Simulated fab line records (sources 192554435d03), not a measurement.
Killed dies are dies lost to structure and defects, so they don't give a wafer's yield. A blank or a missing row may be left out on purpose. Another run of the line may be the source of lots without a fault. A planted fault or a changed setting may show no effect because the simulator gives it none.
Chamber matching || flow n5 finfet || N5_HKMG_FIN_CVD_62 on thermal cvd si-01: 3 sister chambers
The step deposits a-Si from Si2H6, target thk 3 nm, time 20.8 s. 27 wafers are shown with their chamber, then 12 later ones without.

## WAFERS WITH THEIR CHAMBER
{"wafer": "L075.1", "chamber": 0, "heater power w (W)": 1810}
{"wafer": "L075.3", "chamber": 1, "heater power w (W)": 1223}
{"wafer": "L075.5", "chamber": 2, "heater power w (W)": 1217}
{"wafer": "L077.2", "chamber": 1, "heater power w (W)": 1174}
{"wafer": "L077.3", "chamber": 0, "heater power w (W)": 1874}
{"wafer": "L077.6", "chamber": 0, "heater power w (W)": 1901}
{"wafer": "L079.1", "chamber": 0, "heater power w (W)": 1902}
{"wafer": "L079.2", "chamber": 1, "heater power w (W)": 1203}
{"wafer": "L079.5", "chamber": 1, "heater power w (W)": 1199}
{"wafer": "L081.3", "chamber": 0, "heater power w (W)": 1847}
{"wafer": "L081.4", "chamber": 1, "heater power w (W)": 1178}
{"wafer": "L081.6", "chamber": 0, "heater power w (W)": 1894}
{"wafer": "L082.1", "chamber": 0, "heater power w (W)": 1863}
{"wafer": "L082.2", "chamber": 1, "heater power w (W)": 1198}
{"wafer": "L082.4", "chamber": 1, "heater power w (W)": 1176}
{"wafer": "L083.1", "chamber": 0, "heater power w (W)": 1899}
{"wafer": "L083.3", "chamber": 1, "heater power w (W)": 1166}
{"wafer": "L083.5", "chamber": 0, "heater power w (W)": 1902}
{"wafer": "L085.3", "chamber": 1, "heater power w (W)": 1197}
{"wafer": "L085.5", "chamber": 2, "heater power w (W)": 1203}
{"wafer": "L085.6", "chamber": 0, "heater power w (W)": 1966}
{"wafer": "L087.3", "chamber": 2, "heater power w (W)": 1198}
{"wafer": "L087.4", "chamber": 1, "heater power w (W)": 1157}
{"wafer": "L087.5", "chamber": 0, "heater power w (W)": 1963}
{"wafer": "L089.2", "chamber": 0, "heater power w (W)": 1894}
{"wafer": "L089.4", "chamber": 0, "heater power w (W)": 1891}
{"wafer": "L089.5", "chamber": 1, "heater power w (W)": 1197}

SIGNATURES (averages over the wafers above)
{"reading": "heater power w", "chamber 0": 1892.77, "chamber 1": 1188.00, "chamber 2": 1206.00, "scatter within a chamber": 32.1}
Rule: for each reading, subtract the chamber's mean from the wafer's reading, divide by that reading's scatter and square the result; add these up over the readings and take the root, which gives the wafer's distance from the chamber. If the next closest chamber is less than 2 further off than the closest, the wafer can't be placed; otherwise it belongs to the closest. The scatter: the root of (the sum of the squares of (reading less its chamber's mean) over the shown wafers, divided by (wafers less chambers)).

## WAFERS WITHOUT THEIR CHAMBER
{"wafer": "L091.3", "heater power w (W)": 1863}
{"wafer": "L091.5", "heater power w (W)": 1874}
{"wafer": "L091.6", "heater power w (W)": 1195}
{"wafer": "L092.1", "heater power w (W)": 1204}
{"wafer": "L092.2", "heater power w (W)": 1173}
{"wafer": "L092.3", "heater power w (W)": 1912}
{"wafer": "L095.1", "heater power w (W)": 1918}
{"wafer": "L095.3", "heater power w (W)": 1162}
{"wafer": "L095.6", "heater power w (W)": 1176}
{"wafer": "L097.1", "heater power w (W)": 1167}
{"wafer": "L097.3", "heater power w (W)": 1924}
{"wafer": "L097.6", "heater power w (W)": 1903}

## WHICH CHAMBER EACH WENT THROUGH
{"wafer": "L091.3", "from the rows above": 0, "in truth": 0}
{"wafer": "L091.5", "from the rows above": 0, "in truth": 0}
{"wafer": "L091.6", "from the rows above": "can't be placed: 1 or 2", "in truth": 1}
{"wafer": "L092.1", "from the rows above": "can't be placed: 2 or 1", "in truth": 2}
{"wafer": "L092.2", "from the rows above": "can't be placed: 1 or 2", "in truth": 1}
{"wafer": "L092.3", "from the rows above": 0, "in truth": 0}
{"wafer": "L095.1", "from the rows above": 0, "in truth": 0}
{"wafer": "L095.3", "from the rows above": "can't be placed: 1 or 2", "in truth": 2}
{"wafer": "L095.6", "from the rows above": "can't be placed: 1 or 2", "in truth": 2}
{"wafer": "L097.1", "from the rows above": "can't be placed: 1 or 2", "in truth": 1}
{"wafer": "L097.3", "from the rows above": 0, "in truth": 0}
{"wafer": "L097.6", "from the rows above": 0, "in truth": 0}
Correct placement for 6 of the 12. These rows do not allow placing 6 (true chamber among the candidates in 6). Placed wrongly: 0.
